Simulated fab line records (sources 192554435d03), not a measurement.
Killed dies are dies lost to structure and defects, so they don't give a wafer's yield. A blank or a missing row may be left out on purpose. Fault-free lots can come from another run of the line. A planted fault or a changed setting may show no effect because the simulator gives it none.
fab line records    flow n5-finfet    part 2 of 2: steps 22 to 28 of 28
[record] lots = 5  wafers = 15  last-day = 17
route steps=1938 shown BEOL_M8@1356
lots with no fault: from the same line, run without faults
start-h: hours from the record's opening day to when the first of the lot's shown wafers began    wait-h: hours elapsed since this lot's preceding step    " identical to the entry in the row above    L1.1+2: one row covering several wafers at once    - no value, or no start given    * or withheld: withheld    < > ~ a bound
route shown NAME@n: a module of which the file shows steps, and the number in the route of the first    usual: mean and standard deviation over wafers with no fault    same: alike in all rows    chamber/n: place in a boat    sites: the reading at each site    _std_site: the standard deviation of these    _edge_site: inner sites' mean taken away from outer sites' mean    radius-mm: for every site, how far away it sits from the centre of the wafer    mask NAME#n: copy n    behind: tool/chamber where the wafer was last shaped    hold: reason for holding the lot/hours on hold/outcome of the hold    device: the n, p or np transistor that did not switch    end of line: tests run on the same wafers once the route is complete    a step without rows: its recipe alone    killed: dies lost to structure and defects at the first sort, not the wafer's yield    map: dies across one wafer; x = killed, . = not, _ = none there
set.NAME: the setting the step ran with; set.NAME@STEP: the setting that earlier step ran with    model.NAME: the simulator's own value behind a step, which no gauge read
a table for each step, a row for each wafer; lots at some steps of the route
services: a tool's chamber out of use, with start hour (start-h, from the record's first day; less than 0 if before it), hours out, and reason
[[steps]]
[step N5_BEOL_M8_TRENCH_ETCH_37]
[recipe] chemistry = C4F6/O2  target-depth-a = 934.78  target = SiCOH_lowk  time-s = 31.2  ion-energy-ev = 250  pressure-mtorr = 30  source-w = 345  bias-w = 185  Ar_flow_sccm = 300  C4F6_flow_sccm = 10  O2_flow_sccm = 10
[usual] C4F6_flow_sccm = 10.00/0.031  chamber-pressure-mTorr = 29.999/0.028  drypump-motor-current-A = 5.8/0.35  oes_ar_750_au = 0.82/0.087  oes_o_777_au = 0.82/0.091  oes-product-au = 0.83/0.09  rf-vpp-V = 668/17  showerhead-plenum-p-Torr = 2.88/0.1  throttle-valve-pct = 20.83/0.14
lot.wafer  tool         chamber  start-h  wait-h  C4F6_flow_sccm  chamber-pressure-mTorr  drypump-motor-current-A  oes_ar_750_au  oes_o_777_au  oes-product-au  rf-hours-counter-h  rf-vpp-V  showerhead-plenum-p-Torr  throttle-valve-pct
L074.4     rie-diel-03  0        -        -       10.00           29.991                  5.7                      0.91           0.89          0.93            19                  676       2.80                      20.82
L074.5     "            0        "        "       9.98            29.989                  5.7                      0.91           0.90          0.92            -                   678       2.80                      20.82
L074.6     "            1        "        "       10.02           29.916                  6.3                      0.88           0.89          0.87            -                   679       2.93                      21.03
L075.1     rie-diel-04  1        -        -       10.01           30.006                  5.7                      0.74           0.75          0.74            184                 673       2.96                      20.88
L075.3     "            3        "        "       9.98            30.017                  5.5                      0.83           0.83          0.82            74                  634       2.76                      20.69
L075.4     "            1        "        "       10.04           30.011                  5.7                      0.74           0.74          0.75            -                   672       2.96                      20.89
L081.1     rie-diel-03  0        -        -       10.01           30.110                  5.8                      0.89           0.89          0.91            23                  678       2.80                      20.84
L081.3     "            2        "        "       9.96            29.972                  4.7                      0.92           0.93          0.93            12                  672       2.80                      20.84
L081.4     "            3        "        "       10.04           30.003                  6.1                      0.81           0.80          0.82            80                  687       2.87                      20.86
L085.1     rie-diel-04  0        -        -       10.01           29.987                  5.5                      0.84           0.83          0.85            67                  679       3.03                      20.82
L085.2     "            1        "        "       10.01           29.975                  5.7                      0.73           0.72          0.73            212                 671       2.95                      20.95
L085.4     "            2        "        "       10.01           29.978                  6.3                      0.95           0.96          0.95            14                  663       2.82                      20.83
L096.1     rie-diel-02  1        -        -       9.99            30.005                  5.6                      0.89           0.91          0.87            36                  662       3.00                      20.66
L096.2     "            0        "        "       10.00           29.992                  5.9                      0.80           0.78          0.82            114                 684       2.86                      20.89
L096.4     "            3        "        "       10.04           29.964                  6.3                      0.95           0.93          0.97            3                   685       2.92                      20.49
[step N5_BEOL_M8_ETCH_41]
[recipe] chemistry = CH3F/O2  target = SiCN  target-depth-a = 319  taper-deg = 2  time-s = 57.8  ion-energy-ev = 120  mask-material = TiN  pressure-mtorr = 30  source-w = 395  bias-w = 75  Ar_flow_sccm = 150  CH3F_flow_sccm = 30  O2_flow_sccm = 20
[usual] chamber-pressure-mTorr = 30.001/0.027  drypump-motor-current-A = 5.8/0.35  oes-product-au = 0.83/0.09  rf-vpp-V = 297.6/1.8  showerhead-plenum-p-Torr = 2.02/0.077  throttle-valve-pct = 16.21/0.15
lot.wafer  tool         chamber  start-h  wait-h  chamber-pressure-mTorr  drypump-motor-current-A  oes-product-au  rf-hours-counter-h  rf-vpp-V  showerhead-plenum-p-Torr  throttle-valve-pct
L074.4     rie-diel-03  0        -        -       30.003                  5.7                      0.92            19                  295.3     1.97                      16.11
L074.5     "            0        "        "       29.999                  5.7                      0.91            -                   296.1     1.97                      16.10
L074.6     "            1        "        "       29.991                  6.3                      0.88            -                   300.2     2.06                      16.29
L075.1     rie-diel-04  1        -        -       30.002                  5.7                      0.74            184                 299.4     2.08                      16.29
L075.3     "            3        "        "       29.966                  5.6                      0.80            74                  296.5     1.93                      16.09
L075.4     "            1        "        "       29.976                  5.7                      0.75            -                   298.8     2.08                      16.30
L081.1     rie-diel-03  0        -        -       29.988                  5.7                      0.89            23                  297.5     1.96                      16.13
L081.3     "            2        "        "       30.050                  4.8                      0.92            12                  295.1     1.97                      16.18
L081.4     "            3        "        "       30.006                  6.1                      0.82            80                  298.7     2.02                      16.28
L085.1     rie-diel-04  0        -        -       29.985                  5.5                      0.84            67                  301.3     2.13                      16.14
L085.2     "            1        "        "       30.000                  5.7                      0.71            212                 297.7     2.08                      16.36
L085.4     "            2        "        "       30.004                  6.3                      0.95            14                  296.9     1.98                      16.15
L096.1     rie-diel-02  1        -        -       30.019                  5.6                      0.88            36                  302.0     2.12                      16.03
L096.2     "            0        "        "       30.030                  5.9                      0.81            114                 298.1     2.01                      16.25
L096.4     "            3        "        "       30.055                  6.3                      1.00            3                   298.5     2.05                      15.83
[step N5_BEOL_M8_STRIP_80]
[recipe] chemistry = N2/H2  time-s = 10  power-w = 450  temp-c = 40  pressure-mtorr = 20  rf-frequency-hz = 6e+07  bias-power-w = 7  n2-flow-sccm = 200  h2-flow-sccm = 200
[usual] chamber-pressure-mTorr = 20.001/0.021  drypump-motor-current-A = 5.8/0.36  h2-flow-sccm = 200.0/0.61  oes-product-au = 0.82/0.089  rf-vpp-V = 59.2/0.84  showerhead-plenum-p-Torr = 2.56/0.092  throttle-valve-pct = 23.52/0.26
lot.wafer  tool         chamber  start-h  wait-h  chamber-pressure-mTorr  drypump-motor-current-A  h2-flow-sccm  oes-product-au  rf-hours-counter-h  rf-vpp-V  showerhead-plenum-p-Torr  throttle-valve-pct
L074.4     rie-diel-03  0        -        -       20.012                  5.7                      200.3         0.92            19                  58.3      2.48                      23.79
L074.5     "            0        "        "       20.031                  5.7                      199.8         0.92            -                   57.8      2.48                      23.80
L074.6     "            1        "        "       19.986                  6.3                      198.9         0.86            -                   58.6      2.60                      23.81
L075.1     rie-diel-04  1        -        -       20.043                  5.7                      200.0         0.74            184                 60.2      2.63                      23.69
L075.3     "            3        "        "       20.011                  5.5                      200.2         0.81            74                  59.2      2.46                      23.54
L075.4     "            1        "        "       19.982                  5.7                      200.0         0.75            -                   60.0      2.63                      23.70
L081.1     rie-diel-03  0        -        -       20.021                  5.8                      200.3         0.91            23                  58.3      2.48                      23.82
L081.3     "            2        "        "       19.989                  4.8                      199.0         0.91            12                  59.5      2.47                      23.27
L081.4     "            3        "        "       20.007                  6.1                      200.9         0.82            80                  59.6      2.56                      23.55
L085.1     rie-diel-04  0        -        -       20.046                  5.6                      199.7         0.85            67                  60.7      2.67                      23.19
L085.2     "            1        "        "       20.003                  5.7                      201.1         0.72            212                 60.7      2.62                      23.73
L085.4     "            2        "        "       20.027                  6.3                      198.5         0.94            14                  60.3      2.49                      23.36
L096.1     rie-diel-02  1        -        -       19.970                  5.6                      199.2         0.87            36                  59.1      2.69                      23.13
L096.2     "            0        "        "       20.021                  5.9                      200.7         0.82            114                 60.2      2.54                      23.65
L096.4     "            3        "        "       19.994                  6.3                      200.8         1.00            3                   59.4      2.61                      23.33
[step N5_BEOL_M8_OCD_MEAS_38]
[usual] trench-depth-nm = 93.9/1.3
lot.wafer  tool    chamber  start-h  wait-h  trench-depth-nm
L074.4     ocd-01  -        218.37   -       96.3
L074.5     "       -        "        "       96.0
L074.6     "       -        "        "       94.1
L075.1     ocd-02  -        218.50   -       92.4
L075.3     "       -        "        "       93.0
L075.4     "       -        "        "       93.2
L081.1     ocd-02  -        244.68   -       95.3
L081.3     "       -        "        "       96.1
L081.4     "       -        "        "       93.3
L085.1     ocd-02  -        278.74   -       95.3
L085.2     "       -        "        "       94.2
L085.4     "       -        "        "       94.3
L096.1     ocd-02  -        341.27   -       93.5
L096.2     "       -        "        "       94.8
L096.4     "       -        "        "       94.0
[step N5_BEOL_M8_HM_STRIP_39]
[recipe] chemistry = peroxide-tin-strip  material = TiN  target-depth-a = 250  temp-c = 50  time-s = 158
lot.wafer   tool          chamber  start-h  wait-h
L074.4+5+6  wet-bench-05  4,0,3    218.40   0.0
L075.1+3+4  wet-bench-05  2,6,7    218.53   0.0
L081.1+3+4  wet-bench-05  3,2,7    244.71   0.0
L085.1+2+4  wet-bench-05  2,0,1    278.78   0.0
L096.1+2+4  wet-bench-03  2,1,5    341.31   0.0
[step N5_BEOL_M8_SRD_40]
[recipe] time-s = 30  temp-c = 23  rinse-liquid = diw  dry = ipa-marangoni
lot.wafer   tool          chamber  start-h  wait-h
L074.4+5+6  wet-bench-05  4,0,3    218.44   0.0
L075.1+3+4  wet-bench-05  2,6,7    218.58   0.0
L081.1+3+4  wet-bench-05  3,2,7    244.75   0.0
L085.1+2+4  wet-bench-05  2,0,1    278.82   0.0
L096.1+2+4  wet-bench-03  2,1,5    341.36   0.0
[step N5_BEOL_M8_PRECLEAN_42]
[recipe] chemistry = residue-remover  time-s = 60  temp-c = 40
lot.wafer   tool          chamber  start-h  wait-h
L074.4+5+6  wet-bench-05  4,0,3    218.46   0.0
L075.1+3+4  wet-bench-05  2,6,7    218.60   0.0
L081.1+3+4  wet-bench-05  3,2,7    244.77   0.0
L085.1+2+4  wet-bench-05  2,0,1    278.84   0.0
L096.1+2+4  wet-bench-03  2,1,5    341.38   0.0
[[services]]
tool            chamber  start-h  hours  kind
euv-scanner-02  -        197.56   5.8    pm
wet-bench-03    -        205.95   6.4    repair
rie-diel-03     -        212.07   0.1    repair
euv-scanner-01  -        216.20   8.0    pm
rie-diel-04     2        216.41   -      clean
rie-diel-04     2        216.41   -      consumable-replace:focus-ring
rie-diel-04     2        216.41   23.9   scheduled-down
rie-diel-04     2        216.41   23.9   vent-cycle
rie-diel-02     1        219.16   -      clean
rie-diel-02     1        219.16   -      consumable-replace:focus-ring
rie-diel-02     1        219.16   -      consumable-replace:showerhead
rie-diel-02     1        219.16   21.4   scheduled-down
rie-diel-03     -        223.88   15.6   pm
rie-diel-04     3        238.86   7.2    repair
euv-scanner-01  -        239.76   1.0    pm
euv-scanner-02  -        245.75   1.0    pm
euv-scanner-02  -        248.17   4.6    pm
euv-scanner-02  -        277.02   0.9    repair
litho-track-03  -        277.37   -      consumable-replace:filter
euv-scanner-01  -        295.88   1.0    pm
euv-scanner-01  -        299.74   9.3    repair
euv-scanner-02  -        309.09   1.0    pm
euv-scanner-01  -        310.10   4.6    pm
euv-scanner-02  -        338.88   0.1    repair
